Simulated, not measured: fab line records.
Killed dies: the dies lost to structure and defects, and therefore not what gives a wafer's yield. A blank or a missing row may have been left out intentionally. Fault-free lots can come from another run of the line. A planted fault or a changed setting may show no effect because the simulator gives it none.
fab line records	flow n5Finfet
record lots=7	wafers=21
route steps=1938 shown SD_ACTIVATION@331 HKMG_FIN@390 GATE_CUT@510 MOL_CONTACT_COAG@559 BEOL_M0_SAQP@635 BEOL_M0@720
startH: hours from the record's opening day to when the first of the lot's shown wafers began	waitH: hours elapsed since this lot's preceding step	" identical to the entry in the row above	L1.1+2: one row covering several wafers at once	- no value, or no start given	* or withheld: withheld	< > ~ a bound
route shown NAME@n: names a module that has steps shown in the file, with the first one's number in the route	usual: mean and standard deviation over wafers with no fault	same: alike in all rows	chamber/n: place in a boat	sites: per-site readings	_std_site: the standard deviation of these	_edge_site: mean of outer sites minus mean of inner sites	radiusMm: how far each site lies from the wafer's centre	mask NAME#n: copy n	behind: the tool/chamber that last shaped the wafer	hold: reason for holding the lot/hours on hold/outcome of the hold	device: names the non-switching transistor (n, p or np)	end of line: tests run on the same wafers once the route is complete	a step without rows: its recipe alone	killed: dies lost to structure and defects at the first sort, not the wafer's yield	map: the dies of a wafer, with x for killed, . for not killed, _ for no die there
set.NAME: the setting that was run; set.NAME@STEP: the one run at that earlier step	model.NAME: the simulator's own value behind a step, which no gauge read
lots where settings were altered on purpose, with a table for each step and a row for each wafer
## steps
# step N5_SD_ACTIVATION_LSA_01
# recipe tempC=1080	timeS=0.0008	ambient=N2
# usual wafer_temp_C_max=1085.1/1.2
lot.wafer	tool	chamber	startH	waitH	set.tempC	wafer_temp_C_max
L074.1	laserAnneal-02	0	58.82	0.2	1080	1083.6
L074.3	"	0	"	"	1080	1085.0
L074.5	"	0	"	"	1112	1116.7
L083.2	laserAnneal-01	0	113.31	0.2	1080	1086.5
L083.4	"	0	"	"	1109	1113.8
L083.5	"	0	"	"	1080	1085.6
L086.4	laserAnneal-02	0	132.83	0.2	1080	1083.5
L086.5	"	0	"	"	1071	1075.5
L086.6	"	0	"	"	1080	1085.3
L087.2	laserAnneal-01	0	134.89	0.2	1080	1088.3
L087.3	"	0	"	"	1080	1085.7
L087.5	"	0	"	"	1080	1085.8
L091.1	laserAnneal-01	0	163.44	0.2	1097	1103.5
L091.3	"	0	"	"	1097	1103.3
L091.4	"	0	"	"	1097	1103.9
L093.2	laserAnneal-01	0	173.07	0.2	1080	1084.4
L093.5	"	0	"	"	1080	1084.1
L093.6	"	0	"	"	1080	1084.8
L097.1	laserAnneal-01	0	194.66	0.2	1080	1087.5
L097.2	"	0	"	"	1080	1084.6
L097.6	"	0	"	"	1080	1083.5
# step N5_SD_ACTIVATION_RS_MEAS_03
# recipe thkMeasGauge=four-point-probe
# usual RS_SD_N=21.92/0.25	RS_SD_P=56.0/0.86
lot.wafer	tool	chamber	startH	waitH	set.timeS@SD_EPI_P_EPI_21	set.tempC@SD_ACTIVATION_LSA_01	RS_SD_N[ohm/sq]	RS_SD_P[ohm/sq]
L074.1	filmMetro-02	-	59.02	0.2	355	1080	21.61	55.3
L074.3	"	-	"	"	288.8	1080	21.80	63.4
L074.5	"	-	"	"	355	1112	18.62	55.1
L083.2	filmMetro-01	-	113.50	0.2	355	1080	21.80	56.1
L083.4	"	-	"	"	355	1109	19.06	55.0
L083.5	"	-	"	"	406.5	1080	21.73	51.4
L086.4	filmMetro-01	-	133.00	0.1	355	1080	21.57	55.3
L086.5	"	-	"	"	355	1071	22.45	56.2
L086.6	"	-	"	"	355	1080	21.69	55.2
L087.2	filmMetro-02	-	135.08	0.2	355	1080	21.92	54.3
L087.3	"	-	"	"	355	1080	22.15	56.0
L087.5	"	-	"	"	355	1080	22.07	55.2
L091.1	filmMetro-02	-	163.64	0.2	355	1097	19.95	56.1
L091.3	"	-	"	"	421.6	1097	19.88	50.8
L091.4	"	-	"	"	421.6	1097	20.15	50.7
L093.2	filmMetro-02	-	173.27	0.2	355	1080	21.94	58.2
L093.5	"	-	"	"	355	1080	22.09	58.2
L093.6	"	-	"	"	331.9	1080	22.08	60.2
L097.1	filmMetro-01	-	194.86	0.2	355	1080	21.68	56.0
L097.2	"	-	"	"	355	1080	21.59	56.6
L097.6	"	-	"	"	355	1080	21.72	55.4
# step N5_HKMG_FIN_COAT_41
# recipe resist=SOC	tempC=250	timeS=60	spinRpm=1500	resistThkNm=300
lot.wafer	tool	chamber	startH	waitH	set.spinRpm	model.SOC_of_HKMG_FIN_COAT_41.thkNm
L074.1	lithoTrack-05	0	71.88	-	1500	300.4
L074.3+5	"	0	"	"	1500	299.8
L083.2	lithoTrack-01	0	126.49	-	1500	300
L083.4+5	"	0	"	"	1379	312.6
L086.4	lithoTrack-01	0	145.33	-	1500	298.8
L086.5	"	0	"	"	1650	284.6
L086.6	"	0	"	"	1500	298.6
L087.2	lithoTrack-02	0	147.34	-	1500	300.2
L087.3	"	0	"	"	1500	300.4
L087.5	"	0	"	"	1500	300.6
L091.1	lithoTrack-05	0	175.90	-	1404	309.2
L091.3+4	"	0	"	"	1500	299.8
L093.2	lithoTrack-01	0	185.74	-	1500	301
L093.5+6	"	0	"	"	1500	301.2
L097.1	lithoTrack-02	0	209.10	-	1500	301
L097.2	"	0	"	"	1500	301.2
L097.6	"	0	"	"	1500	300.8
# step N5_HKMG_FIN_ETCH_54
# recipe chemistry=CF4	target=SiARC	targetDepthA=455	maskMaterial=CAR-ArF	timeS=75.8	ionEnergyEv=80	pressureMtorr=40	sourceW=545	biasW=36	Ar_flow_sccm=100	cf4FlowSccm=100	ends=cleared
lot.wafer	tool	chamber	startH	waitH	set.cf4FlowSccm
L074.1+3	rieDiel-04	0,1	72.37	0.0	83.66
L074.5	"	3	"	"	100
L083.2+5	rieDiel-06	1,3	127.52	0.0	100
L083.4	"	2	"	"	83.21
L086.4+5+6	rieDiel-04	1,3,0	145.84	0.0	100
L087.2+3+5	rieDiel-03	1,2,2	147.83	0.0	100
L091.1+3+4	rieDiel-06	0,2,3	176.46	0.0	100
L093.2+5+6	rieDiel-06	1,1,0	186.69	0.0	100
L097.1+2+6	rieDiel-03	0,1,0	209.47	0.0	100
# step N5_HKMG_FIN_ETCH_55
# recipe chemistry=N2/H2	target=SOC	targetDepthA=2400	tempC=40	timeS=300	ionEnergyEv=200	maskMaterial=SiARC	pressureMtorr=30	sourceW=840	biasW=150	n2FlowSccm=200	h2FlowSccm=200
# step N5_HKMG_FIN_STRIP_56
# recipe chemistry=N2/H2	tempC=40	n2FlowSccm=200	h2FlowSccm=200	rfFrequencyHz=6e+07
# step N5_HKMG_FIN_STRIP_57
# recipe chemistry=CF4	resist=SiARC	powerW=300	biasPowerW=75	pressureMtorr=50	cf4FlowSccm=150	rfFrequencyHz=6e+07
# step N5_HKMG_FIN_ETCH_58
# recipe chemistry=N2/H2	target=SOC	targetDepthA=2158	ionEnergyEv=50	biasW=13	timeS=741	pressureMtorr=30	sourceW=875	n2FlowSccm=200	h2FlowSccm=200
# step N5_HKMG_FIN_STRIP_93
# recipe chemistry=N2/H2	material=SOC	timeS=20	powerW=500	tempC=40	pressureMtorr=50	rfFrequencyHz=6e+07	biasPowerW=8	h2Frac=0.5	n2FlowSccm=300	h2FlowSccm=300
lot.wafer	tool	chamber	startH	waitH	set.spinRpm@HKMG_FIN_COAT_41	model.SOC_of_HKMG_FIN_COAT_41.thkNm
L074.1	rieDiel-04	0	73.06	0.2	1500	76.2
L074.3	"	1	"	"	1500	75
L074.5	"	3	"	"	1500	77.8
L083.2	rieDiel-06	1	128.21	0.2	1500	66.4
L083.4	"	2	"	"	1379	81
L083.5	"	3	"	"	1379	75
L086.4	rieDiel-04	1	146.53	0.0	1500	72.2
L086.5	"	3	"	"	1650	59.2
L086.6	"	0	"	"	1500	72.6
L087.2	rieDiel-03	1	148.52	0.2	1500	75
L087.3	"	2	"	"	1500	78.8
L087.5	"	2	"	"	1500	79.2
L091.1	rieDiel-06	0	177.15	0.2	1404	84.4
L091.3	"	2	"	"	1500	71
L091.4	"	3	"	"	1500	68.8
L093.2	rieDiel-06	1	187.38	0.2	1500	74.6
L093.5	"	1	"	"	1500	71
L093.6	"	0	"	"	1500	77.2
L097.1	rieDiel-03	0	210.16	0.2	1500	77.6
L097.2	"	1	"	"	1500	70.6
L097.6	"	0	"	"	1500	74.4
# step N5_GATE_CUT_ALD_22
# recipe material=SiNx	targetThkA=160	tempC=400	aldPrecursorFamily=SiH2I2	aldCoReactant=N2/H2-plasma	pulseTimeS=1	aldCycles=320	purgeTimeS=2	coReactantPurgeTimeS=2	pressureTorr=2
lot.wafer	tool	chamber	startH	waitH	set.aldCycles	model.SiNx_of_GATE_CUT_ALD_22.thkNm
L074.1+5	aldSin-02	0	86.77	2.2	278	14
L074.3	"	3	"	"	278	13.8
L083.2	aldSin-01	2	139.94	0.0	277	13.6
L083.4	"	2	"	"	320	15.8
L083.5	"	1	"	"	320	16
L086.4	aldSin-02	2	158.19	0.0	354	17.6
L086.5	"	1	"	"	320	16
L086.6	"	0	"	"	354	17.8
L087.2+3	aldSin-02	1,0	160.29	0.0	320	16
L087.5	"	1	"	"	373	18.6
L091.1	aldSin-01	1	189.55	0.4	352	17.6
L091.3	"	3	"	"	320	16
L091.4	"	2	"	"	352	17.4
L093.2	aldSin-01	3	199.23	0.0	372	18.6
L093.5+6	"	0,1	"	"	320	16
L097.1+2+6	aldSin-02	3,2,3	222.17	0.0	320	16
# step N5_MOL_CONTACT_COAG_ALD_27
# recipe material=SiOC	targetThkA=170	tempC=400	aldPrecursorFamily=carbosiloxane	aldCoReactant=H2-plasma	pulseTimeS=1.5	timeS=2720	purgeTimeS=2	coReactantPurgeTimeS=2	aldCycles=340	pressureTorr=2
lot.wafer	tool	chamber	startH	waitH	set.aldCycles	model.SiOC_of_MOL_CONTACT_COAG_ALD_27.thkNm
L074.1	aldSin-01	3	100.05	2.7	340	17
L074.3+5	"	1,0	"	"	316	15.8
L083.2	aldSin-04	2	151.38	0.0	388	19.4
L083.4	"	3	"	"	388	19.2
L083.5	"	2	"	"	340	17
L086.4+5	aldSin-03	0,3	168.56	0.0	357	17.8
L086.6	"	2	"	"	340	17
L087.2+5	aldSin-01	0,1	169.02	0.2	340	17
L087.3	"	2	"	"	309	15.6
L091.1+3+4	aldSin-04	3,2,3	199.90	0.3	340	17
L093.2	aldSin-03	0	208.30	0.2	340	17
L093.5+6	"	3,2	"	"	396	19.8
L097.1+2	aldSin-04	1,3	232.16	0.0	340	17
L097.6	"	2	"	"	340	17.2
# step N5_MOL_CONTACT_COAG_COAT_75
# recipe resist=SOC	tempC=250	timeS=60	spinRpm=1500	resistThkNm=60
lot.wafer	tool	chamber	startH	waitH	set.spinRpm	model.SOC_of_MOL_CONTACT_COAG_COAT_75.thkNm
L074.1	lithoTrack-04	0	102.51	0.0	1500	60
L074.3	"	0	"	"	1341	63.6
L074.5	"	0	"	"	1500	60.4
L083.2	lithoTrack-05	0	153.90	0.0	1500	60.2
L083.4	"	0	"	"	1412	61.8
L083.5	"	0	"	"	1412	62
L086.4+5	lithoTrack-05	0	171.02	0.0	1570	58.4
L086.6	"	0	"	"	1570	58.6
L087.2+5	lithoTrack-04	0	171.48	0.0	1430	61.2
L087.3	"	0	"	"	1500	59.8
L091.1+3+4	lithoTrack-05	0	202.38	0.1	1500	60
L093.2	lithoTrack-05	0	211.11	0.1	1500	59.8
L093.5+6	"	0	"	"	1500	60
L097.1	lithoTrack-04	0	234.64	0.1	1500	60.2
L097.2+6	"	0	"	"	1500	60
# step N5_MOL_CONTACT_COAG_COAT_76
# recipe resist=SiARC	tempC=220	timeS=60	spinRpm=1500	resistThkNm=10
# step N5_MOL_CONTACT_COAG_COAT_77
# recipe resist=underlayer	tempC=205	timeS=60	spinRpm=1500	resistThkNm=10
# step N5_MOL_CONTACT_COAG_ALD_131
# recipe material=SiO2	targetThkA=50	tempC=100	aldPrecursorFamily=BDEAS	aldCoReactant=O2-plasma	pulseTimeS=1	coReactantPulseTimeS=1	purgeTimeS=2	coReactantPurgeTimeS=2	aldCycles=35	pressureTorr=2
# step N5_MOL_CONTACT_COAG_ETCHBACK_132
# recipe chemistry=CHF3	target=SiO2	targetDepthA=100	timeS=6.7	ionEnergyEv=200	pressureMtorr=30	sourceW=610	biasW=170	Ar_flow_sccm=200	CHF3_flow_sccm=50
# step N5_MOL_CONTACT_COAG_ETCH_91
# recipe chemistry=N2/H2	target=SOC	targetDepthA=600	overetchA=210	maskMaterial=SiARC	tempC=40	timeS=101.2	ionEnergyEv=200	pressureMtorr=30	sourceW=840	biasW=150	n2FlowSccm=200	h2FlowSccm=200
lot.wafer	tool	chamber	startH	waitH	set.spinRpm@MOL_CONTACT_COAG_COAT_75	model.etch.depthNm
L074.1	rieDiel-06	0	103.48	0.0	1500	60.03
L074.3	"	3	"	"	1341	63.62
L074.5	"	0	"	"	1500	60.31
L083.2	rieDiel-06	3	154.75	0.0	1500	60.12
L083.4	"	1	"	"	1412	61.89
L083.5	"	2	"	"	1412	61.99
L086.4	rieDiel-03	3	172.50	0.0	1570	58.32
L086.5	"	0	"	"	1570	58.33
L086.6	"	3	"	"	1570	58.52
L087.2	rieDiel-04	1	172.67	0.0	1430	61.16
L087.3	"	2	"	"	1500	59.79
L087.5	"	0	"	"	1430	61.21
L091.1	rieDiel-03	3	203.31	0.0	1500	59.93
L091.3	"	2	"	"	1500	59.94
L091.4	"	0	"	"	1500	60.02
L093.2	rieDiel-03	0	212.01	0.0	1500	59.83
L093.5	"	2	"	"	1500	59.96
L093.6	"	1	"	"	1500	60.07
L097.1	rieDiel-03	2	235.40	0.0	1500	60.11
L097.2	"	3	"	"	1500	59.95
L097.6	"	1	"	"	1500	59.91
# step N5_MOL_CONTACT_COAG_STRIP_92
# recipe chemistry=N2/H2	tempC=40	n2FlowSccm=200	h2FlowSccm=200	rfFrequencyHz=6e+07
# step N5_MOL_CONTACT_COAG_STRIP_93
# recipe chemistry=N2/H2	tempC=40	n2FlowSccm=200	h2FlowSccm=200	rfFrequencyHz=6e+07
# step N5_MOL_CONTACT_COAG_ETCHBACK_135
# recipe chemistry=CHF3	target=SiO2	targetDepthA=250	timeS=16.7	ionEnergyEv=200	pressureMtorr=30	sourceW=610	biasW=170	Ar_flow_sccm=200	CHF3_flow_sccm=50
# step N5_MOL_CONTACT_COAG_STRIP_118
# recipe chemistry=CHF3	resist=SiARC	rfFrequencyHz=6e+07
# step N5_MOL_CONTACT_COAG_VIA_ETCH_46
# recipe chemistry=C4F6/O2	targetDepthA=460	overetchA=92	maskMaterial=SOC	target=SiO2	biasW=455	pressureMtorr=10	timeS=40	sourceW=325	Ar_flow_sccm=300	C4F6_flow_sccm=10	O2_flow_sccm=10	ionEnergyEv=575.3	ends=endPoint
lot.wafer	tool	chamber	startH	waitH	set.spinRpm@MOL_CONTACT_COAG_COAT_75	model.SOC_of_MOL_CONTACT_COAG_COAT_75.thkNm
L074.1	rieDiel-06	0	103.60	0.0	1500	51.2
L074.3	"	3	"	"	1341	54
L074.5	"	0	"	"	1500	51.4
L083.2	rieDiel-06	3	154.88	0.0	1500	50.6
L083.4+5	"	1,2	"	"	1412	52.6
L086.4	rieDiel-03	3	172.63	0.0	1570	49
L086.5+6	"	0,3	"	"	1570	49.2
L087.2+5	rieDiel-04	1,0	172.79	0.0	1430	52
L087.3	"	2	"	"	1500	50.8
L091.1+3	rieDiel-03	3,2	203.43	0.0	1500	50.6
L091.4	"	0	"	"	1500	50.8
L093.2	rieDiel-03	0	212.14	0.0	1500	50.8
L093.5	"	2	"	"	1500	50.6
L093.6	"	1	"	"	1500	51
L097.1+6	rieDiel-03	2,1	235.52	0.0	1500	50.8
L097.2	"	3	"	"	1500	50.6
# step N5_BEOL_M0_SAQP_PECVD_03
# recipe material=SiCN	targetThkA=120	tempC=withheld	precursor=3MS/NH3	pressureTorr=3	rfW=202	timeS=21.1
lot.wafer	tool	chamber	startH	waitH	set.timeS	model.SiCN_of_BEOL_M0_SAQP_PECVD_03.thkNm
L074.1	pecvd-03	1	110.33	0.1	23.76	13.4
L074.3	"	0	"	"	21.1	11.8
L074.5	"	2	"	"	23.76	13.8
L083.2	pecvd-02	0	161.85	0.1	24.05	13.6
L083.4	"	2	"	"	21.1	12.2
L083.5	"	0	"	"	24.05	13.8
L086.4+5	pecvd-03	2,1	180.38	0.0	21.1	12.4
L086.6	"	0	"	"	21.1	12.2
L087.2	pecvd-03	2	185.39	0.1	21.1	12.2
L087.3	"	1	"	"	19.87	11.4
L087.5	"	0	"	"	19.87	11.6
L091.1	pecvd-03	2	212.85	0.1	21.1	11.8
L091.3+4	"	1,0	"	"	21.1	12
L093.2+5	pecvd-01	1	221.52	0.1	21.1	12.2
L093.6	"	2	"	"	19.6	11.4
L097.1	pecvd-03	2	247.40	0.1	21.1	12
L097.2+6	"	0,1	"	"	21.1	12.2
# step N5_BEOL_M0_SAQP_COAT_08
# recipe resist=CAR-ArF	spinRpm=1500	resistThkNm=90
lot.wafer	tool	chamber	startH	waitH	set.spinRpm	model.CAR-ArF_of_BEOL_M0_SAQP_COAT_08.thkNm
L074.1	lithoTrack-03	0	-	-	1500	90
L074.3	"	0	"	"	1442	92
L074.5	"	0	"	"	1442	91.6
L083.2+4	lithoTrack-01	0	-	-	1500	89.8
L083.5	"	0	"	"	1500	89.6
L086.4	lithoTrack-01	0	-	-	1500	89.8
L086.5+6	"	0	"	"	1500	89.6
L087.2	lithoTrack-05	0	-	-	1500	90
L087.3+5	"	0	"	"	1500	90.2
L091.1	lithoTrack-01	0	-	-	1667	85.2
L091.3	"	0	"	"	1500	89.6
L091.4	"	0	"	"	1667	85
L093.2+5	lithoTrack-05	0	-	-	1500	89.8
L093.6	"	0	"	"	1500	90
L097.1	lithoTrack-03	0	-	-	1500	90
L097.2+6	"	0	"	"	1500	90.2
# step N5_BEOL_M0_SAQP_EBR_10
# recipe solvent=PGMEA	ebrWidthMm=1.5
# step N5_BEOL_M0_SAQP_SOFTBAKE_09
# recipe tempC=110	timeS=60	resist=CAR-ArF
# step N5_BEOL_M0_SAQP_EXPOSE_11
# recipe maskId=M0_CORE	na=1.35	sourceShape=dipole	sigmaInner=0.538	sigmaOuter=0.738	polarization=te	targetCdNm=42	doseMj=55
# step N5_BEOL_M0_SAQP_PEB_12
# recipe pebTempC=withheld	pebTimeS=60	resist=CAR-ArF
# step N5_BEOL_M0_SAQP_DEVELOP_13
# recipe developTimeS=30	developer=TMAH	resist=CAR-ArF	devTempC=23	rinseLiquid=diw	dry=airSpin
lot.wafer	tool	chamber	startH	waitH	set.spinRpm@BEOL_M0_SAQP_COAT_08	model.CAR-ArF_of_BEOL_M0_SAQP_COAT_08.thkNm
L074.1	lithoTrack-05	0	-	-	1500	88.4
L074.3	"	0	"	"	1442	90.4
L074.5	"	0	"	"	1442	90
L083.2	lithoTrack-05	0	-	-	1500	88.2
L083.4	"	0	"	"	1500	88
L083.5	"	0	"	"	1500	87.8
L086.4+5	lithoTrack-03	0	-	-	1500	88
L086.6	"	0	"	"	1500	87.8
L087.2	lithoTrack-05	0	-	-	1500	88.2
L087.3+5	"	0	"	"	1500	88.6
L091.1	lithoTrack-05	0	-	-	1667	83.4
L091.3	"	0	"	"	1500	88
L091.4	"	0	"	"	1667	83.2
L093.2+5	lithoTrack-01	0	-	-	1500	88
L093.6	"	0	"	"	1500	88.4
L097.1+2	lithoTrack-01	0	-	-	1500	88.4
L097.6	"	0	"	"	1500	88.6
# step N5_BEOL_M0_SAQP_ETCH_101
# recipe chemistry=CH3F/O2	target=SiNx	maskMaterial=SiO2	targetDepthA=299	timeS=42.7	pressureMtorr=30	sourceW=395	biasW=73	Ar_flow_sccm=150	CH3F_flow_sccm=30	O2_flow_sccm=20	ionEnergyEv=120
# step N5_BEOL_M0_SAQP_ETCH_102
# recipe chemistry=CF4	target=SiO2	targetDepthA=40	ionEnergyEv=350	timeS=4.4	pressureMtorr=10	icpW=800	biasW=400	cf4FlowSccm=80
# step N5_BEOL_M0_SAQP_MANDREL_ETCH_103
# recipe chemistry=HBr/Cl2	target=a-Si	targetDepthA=450	btTimeS=10	stopOn=SiCN	maskMaterial=SiO2	overEtchFrac=0.8	timeS=27	pressureMtorr=10	icpW=800	biasW=75	HBr_flow_sccm=150	Cl2_flow_sccm=80	ends=endPoint
lot.wafer	tool	chamber	startH	waitH	set.timeS@BEOL_M0_SAQP_PECVD_03	model.SiCN_of_BEOL_M0_SAQP_PECVD_03.thkNm
L074.1	rieSi-03	2	113.48	0.0	23.76	10.2
L074.3	"	3	"	"	21.1	9
L074.5	"	2	"	"	23.76	10.6
L083.2	rieSi-03	1	164.50	0.0	24.05	10.4
L083.4	"	0	"	"	21.1	9
L083.5	"	0	"	"	24.05	10.6
L086.4	rieSi-05	1	183.38	0.0	21.1	9.2
L086.5	"	3	"	"	21.1	9.4
L086.6	"	2	"	"	21.1	9
L087.2	rieSi-05	2	187.79	0.0	21.1	9.2
L087.3	"	0	"	"	19.87	8.2
L087.5	"	3	"	"	19.87	8.6
L091.1+3+4	rieSi-04	2,1,3	215.86	0.0	21.1	8.8
L093.2	rieSi-04	3	224.50	0.0	21.1	9
L093.5	"	3	"	"	21.1	9.2
L093.6	"	0	"	"	19.6	8.2
L097.1+2	rieSi-05	2,0	249.92	0.0	21.1	9
L097.6	"	3	"	"	21.1	9.2
# step N5_BEOL_M0_ETCH_128
# recipe chemistry=CF4/N2	targetDepthA=120	overetchA=51	target=SiCN	timeS=21.4	ionEnergyEv=150	pressureMtorr=40	sourceW=430	biasW=70	Ar_flow_sccm=100	cf4FlowSccm=60	n2FlowSccm=60
# usual rfVppV=382.7/1.9
lot.wafer	tool	chamber	startH	waitH	set.sourceW	rfVppV
L074.1	rieDiel-04	0	121.42	0.0	430	379.9
L074.3	"	1	"	"	395.2	392.1
L074.5	"	2	"	"	430	382.8
L083.2	rieDiel-06	2	172.26	0.1	430	383.3
L083.4	"	0	"	"	358.1	407.0
L083.5	"	0	"	"	358.1	409.3
L086.4	rieDiel-06	3	192.23	0.3	430	384.9
L086.5	"	1	"	"	430	384.3
L086.6	"	0	"	"	430	382.6
L087.2	rieDiel-03	0	193.35	0.0	430	384.7
L087.3	"	1	"	"	430	382.8
L087.5	"	1	"	"	474.7	370.2
L091.1	rieDiel-06	0	220.45	0.0	489.7	367.5
L091.3	"	3	"	"	489.7	367.6
L091.4	"	3	"	"	430	386.4
L093.2	rieDiel-03	3	231.04	0.3	385.8	395.5
L093.5	"	2	"	"	430	380.4
L093.6	"	1	"	"	385.8	396.1
L097.1	rieDiel-04	1	255.45	0.5	430	380.7
L097.2	"	2	"	"	430	381.3
L097.6	"	0	"	"	430	379.6
## key
split step=N5_SD_ACTIVATION_LSA_01	setting=tempC	stated=1080	by=wafer
response step=N5_SD_ACTIVATION_LSA_01	reading=wafer_temp_C_max	change=*	per=1%	r=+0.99
response step=N5_SD_ACTIVATION_RS_MEAS_03	reading=RS_SD_N	change=-1.02	per=1%	r=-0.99
split step=N5_HKMG_FIN_COAT_41	setting=spinRpm	stated=1500	by=wafer
response step=N5_HKMG_FIN_COAT_41	reading=model.SOC_of_HKMG_FIN_COAT_41.thkNm	change=-1.47	per=1%	r=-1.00
response step=N5_HKMG_FIN_STRIP_93	reading=model.SOC_of_HKMG_FIN_COAT_41.thkNm	change=-1.55	per=1%	r=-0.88
split step=N5_HKMG_FIN_ETCH_54	setting=cf4FlowSccm	stated=100	by=wafer
response none clear
split step=N5_GATE_CUT_ALD_22	setting=aldCycles	stated=320	by=wafer
response step=N5_GATE_CUT_ALD_22	reading=model.SiNx_of_GATE_CUT_ALD_22.thkNm	change=+0.16	per=1%	r=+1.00
split step=N5_MOL_CONTACT_COAG_ALD_27	setting=aldCycles	stated=340	by=wafer
response step=N5_MOL_CONTACT_COAG_ALD_27	reading=model.SiOC_of_MOL_CONTACT_COAG_ALD_27.thkNm	change=+0.165	per=1%	r=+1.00
split step=N5_MOL_CONTACT_COAG_COAT_75	setting=spinRpm	stated=1500	by=wafer
response step=N5_MOL_CONTACT_COAG_COAT_75	reading=model.SOC_of_MOL_CONTACT_COAG_COAT_75.thkNm	change=-0.312	per=1%	r=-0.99
response step=N5_MOL_CONTACT_COAG_ETCH_91	reading=model.etch.depthNm	change=-0.319	per=1%	r=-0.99
response step=N5_MOL_CONTACT_COAG_VIA_ETCH_46	reading=model.SOC_of_MOL_CONTACT_COAG_COAT_75.thkNm	change=-0.273	per=1%	r=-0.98
split step=N5_BEOL_M0_SAQP_PECVD_03	setting=timeS	stated=21.1	by=wafer
response step=N5_BEOL_M0_SAQP_PECVD_03	reading=model.SiCN_of_BEOL_M0_SAQP_PECVD_03.thkNm	change=+0.122	per=1%	r=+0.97
response step=N5_BEOL_M0_SAQP_MANDREL_ETCH_103	reading=model.SiCN_of_BEOL_M0_SAQP_PECVD_03.thkNm	change=+0.113	per=1%	r=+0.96
split step=N5_BEOL_M0_SAQP_COAT_08	setting=spinRpm	stated=1500	by=wafer
response step=N5_BEOL_M0_SAQP_COAT_08	reading=model.CAR-ArF_of_BEOL_M0_SAQP_COAT_08.thkNm	change=-0.411	per=1%	r=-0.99
response step=N5_BEOL_M0_SAQP_DEVELOP_13	reading=model.CAR-ArF_of_BEOL_M0_SAQP_COAT_08.thkNm	change=-0.427	per=1%	r=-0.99
split step=N5_BEOL_M0_ETCH_128	setting=sourceW	stated=430	by=wafer
response step=N5_BEOL_M0_ETCH_128	reading=rfVppV	change=-1.41	per=1%	r=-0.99
split outsideThisFile step=N5_SD_EPI_P_EPI_21 setting=timeS
# split outsideThisFile: this setting was split too, and the file shows its column; the key of that split is in another file
